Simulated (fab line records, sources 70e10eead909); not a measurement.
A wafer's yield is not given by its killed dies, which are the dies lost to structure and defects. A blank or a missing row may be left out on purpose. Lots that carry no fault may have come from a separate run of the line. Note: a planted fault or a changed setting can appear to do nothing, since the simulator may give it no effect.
Which tool is to blame? || flow nand_harc || 14 lots with 42 wafers sampled at 3 steps, on a route of 1159 steps

== WHAT THE GAUGES READ, wafer by wafer ==
NHARC_P_STI_OVL_MEAS_10.
{"lot": "L822", "measured": "day 2 13:28", "on": "overlay-01", "overlay_x_nm (nm)": "-6 -5 -5", "overlay_y_nm (nm)": "-1 -2 -2"}
{"lot": "L823", "measured": "day 2 18:25", "on": "overlay-02", "overlay_x_nm (nm)": "2 2 2", "overlay_y_nm (nm)": "-4 -3 -3"}
{"lot": "L824", "measured": "day 3 02:41", "on": "overlay-01", "overlay_x_nm (nm)": "1 1 1", "overlay_y_nm (nm)": "-4 -4 -4"}
{"lot": "L826", "measured": "day 3 12:31", "on": "overlay-02", "overlay_x_nm (nm)": "-8 -8 -8", "overlay_y_nm (nm)": "-1 0 0"}
{"lot": "L828", "measured": "day 4 03:28", "on": "overlay-01", "overlay_x_nm (nm)": "-1 -1 -1", "overlay_y_nm (nm)": "-2 -2 -2"}
{"lot": "L829", "measured": "day 4 03:19", "on": "overlay-01", "overlay_x_nm (nm)": "-4 -4 -4", "overlay_y_nm (nm)": "-4 -3 -3"}
{"lot": "L830", "measured": "day 4 11:01", "on": "overlay-02", "overlay_x_nm (nm)": "-9 -9 -9", "overlay_y_nm (nm)": "-4 -3 -4"}
{"lot": "L831", "measured": "day 4 20:29", "on": "overlay-01", "overlay_x_nm (nm)": "1 1 1", "overlay_y_nm (nm)": "8 8 8"}
{"lot": "L832", "measured": "day 4 20:39", "on": "overlay-02", "overlay_x_nm (nm)": "7 8 7", "overlay_y_nm (nm)": "8 8 8"}
{"lot": "L833", "measured": "day 5 04:57", "on": "overlay-01", "overlay_x_nm (nm)": "-1 -1 -1", "overlay_y_nm (nm)": "6 6 6"}
{"lot": "L834", "measured": "day 5 11:01", "on": "overlay-01", "overlay_x_nm (nm)": "-7 -8 -8", "overlay_y_nm (nm)": "-3 -4 -3"}
{"lot": "L837", "measured": "day 6 04:50", "on": "overlay-01", "overlay_x_nm (nm)": "-6 -6 -6", "overlay_y_nm (nm)": "4 3 4"}
{"lot": "L838", "measured": "day 6 17:03", "on": "overlay-02", "overlay_x_nm (nm)": "-5 -5 -5", "overlay_y_nm (nm)": "0 0 0"}
{"lot": "L842", "measured": "day 7 10:53", "on": "overlay-02", "overlay_x_nm (nm)": "7 6 6", "overlay_y_nm (nm)": "-1 -1 0"}

NHARC_P_GATE_INSPECT_28.
{"lot": "L822", "measured": "day 4 19:41", "on": "defect_inspect-01", "raw_defect_count": "2 2 5"}
{"lot": "L823", "measured": "day 4 19:50", "on": "defect_inspect-01", "raw_defect_count": "9 3 3"}
{"lot": "L824", "measured": "day 5 09:30", "on": "defect_inspect-02", "raw_defect_count": "9 9 8"}
{"lot": "L826", "measured": "day 5 16:37", "on": "defect_inspect-01", "raw_defect_count": "4 3 5"}
{"lot": "L828", "measured": "day 6 09:33", "on": "defect_inspect-01", "raw_defect_count": "2 7 10"}
{"lot": "L829", "measured": "day 6 09:35", "on": "defect_inspect-02", "raw_defect_count": "11 11 3"}
{"lot": "L830", "measured": "day 6 15:02", "on": "defect_inspect-01", "raw_defect_count": "11 5 7"}
{"lot": "L831", "measured": "day 7 05:16", "on": "defect_inspect-01", "raw_defect_count": "9 5 12"}
{"lot": "L832", "measured": "day 7 04:50", "on": "defect_inspect-01", "raw_defect_count": "4 1 7"}
{"lot": "L833", "measured": "day 7 08:54", "on": "defect_inspect-02", "raw_defect_count": "7 5 13"}
{"lot": "L834", "measured": "day 7 22:54", "on": "defect_inspect-01", "raw_defect_count": "7 5 6"}
{"lot": "L837", "measured": "day 8 10:40", "on": "defect_inspect-01", "raw_defect_count": "3 7 2"}
{"lot": "L838", "measured": "day 8 18:26", "on": "defect_inspect-02", "raw_defect_count": "10 6 7"}
{"lot": "L842", "measured": "day 9 18:27", "on": "defect_inspect-01", "raw_defect_count": "5 10 3"}

== TOOL THAT RAN EACH LOT (tool first, then ch and the chambers of the sampled wafers, then the start) ==
{"lot": "L822", "NHARC_P_STI_OXIDE_29": "furnace-03 ch 0, day 2 01:57"}
{"lot": "L823", "NHARC_P_STI_OXIDE_29": "furnace-06 ch 0, day 2 07:05"}
{"lot": "L824", "NHARC_P_STI_OXIDE_29": "furnace-06 ch 0, day 2 15:09"}
{"lot": "L826", "NHARC_P_STI_OXIDE_29": "furnace-06 ch 0, day 3 01:02"}
{"lot": "L828", "NHARC_P_STI_OXIDE_29": "furnace-03 ch 0, day 3 15:49"}
{"lot": "L829", "NHARC_P_STI_OXIDE_29": "furnace-03 ch 0, day 3 15:49"}
{"lot": "L830", "NHARC_P_STI_OXIDE_29": "furnace-08 ch 0, day 3 23:33"}
{"lot": "L831", "NHARC_P_STI_OXIDE_29": "furnace-03 ch 0, day 4 08:59"}
{"lot": "L832", "NHARC_P_STI_OXIDE_29": "furnace-03 ch 0, day 4 08:59"}
{"lot": "L833", "NHARC_P_STI_OXIDE_29": "furnace-06 ch 0, day 4 17:31"}
{"lot": "L834", "NHARC_P_STI_OXIDE_29": "furnace-03 ch 0, day 4 23:38"}
{"lot": "L837", "NHARC_P_STI_OXIDE_29": "furnace-08 ch 0, day 5 14:11 and furnace-06 ch 0, day 5 19:15"}
{"lot": "L838", "NHARC_P_STI_OXIDE_29": "furnace-06 ch 0, day 5 23:43"}
{"lot": "L842", "NHARC_P_STI_OXIDE_29": "furnace-03 ch 0, day 6 20:14"}
- NHARC_P_STI_OXIDE_29: material SiO2, target thk 10 nm, ox time 1362 s.

== AS READ BY THE TOOLS THEMSELVES (means over the sampled wafers that have a number; for cases with no such wafer, the mark the record gives instead) ==
NHARC_P_STI_OXIDE_29.
{"lot": "L822", "tool": "furnace-03", "spike_tc_top_C (C)": 907, "zone_power_bottom_pct (%)": 23}
{"lot": "L823", "tool": "furnace-06", "spike_tc_top_C (C)": 915, "zone_power_bottom_pct (%)": 35}
{"lot": "L824", "tool": "furnace-06", "spike_tc_top_C (C)": 915, "zone_power_bottom_pct (%)": 35}
{"lot": "L826", "tool": "furnace-06", "spike_tc_top_C (C)": 914, "zone_power_bottom_pct (%)": 35}
{"lot": "L828", "tool": "furnace-03", "spike_tc_top_C (C)": 907, "zone_power_bottom_pct (%)": 23}
{"lot": "L829", "tool": "furnace-03", "spike_tc_top_C (C)": 907, "zone_power_bottom_pct (%)": 23}
{"lot": "L830", "tool": "furnace-08", "spike_tc_top_C (C)": 909, "zone_power_bottom_pct (%)": 26}
{"lot": "L831", "tool": "furnace-03", "spike_tc_top_C (C)": 907, "zone_power_bottom_pct (%)": 23}
{"lot": "L832", "tool": "furnace-03", "spike_tc_top_C (C)": 907, "zone_power_bottom_pct (%)": 23}
{"lot": "L833", "tool": "furnace-06", "spike_tc_top_C (C)": 914, "zone_power_bottom_pct (%)": 35}
{"lot": "L834", "tool": "furnace-03", "spike_tc_top_C (C)": 907, "zone_power_bottom_pct (%)": 23}
{"lot": "L837", "tool": "furnace-08/furnace-06", "spike_tc_top_C (C)": 912, "zone_power_bottom_pct (%)": 30}
{"lot": "L838", "tool": "furnace-06", "spike_tc_top_C (C)": 914, "zone_power_bottom_pct (%)": 34}
{"lot": "L842", "tool": "furnace-03", "spike_tc_top_C (C)": 907, "zone_power_bottom_pct (%)": 23}

== THE ANSWER, worked out from the rows above alone ==
Rule: the usual values come from the lots themselves. Put in order of their means at a reading, lots are off if they are a third of the lots or fewer, leave a main group of 4 or more, and stand apart from it by a gap of 3 or more times the standard deviation of the main group's means; of several such gaps the widest counts. A main group is skipped when, at the precision printed for the reading in the tables above, its means are all equal. A lot without any number at a reading at which 4 lots or more have one is off too. Any other lot the step has rows for is counted as sound. The gauges are gone through in route order, then the tools' own readings, and for those a lot's mean is taken as printed above. At the first step where some lot is off, the reading lying furthest off is the one used; lots without a number count as furthest.
Nothing can be told from this: no lot is off at any reading shown.

== WHAT WAS PUT IN BY THE SIMULATOR ==
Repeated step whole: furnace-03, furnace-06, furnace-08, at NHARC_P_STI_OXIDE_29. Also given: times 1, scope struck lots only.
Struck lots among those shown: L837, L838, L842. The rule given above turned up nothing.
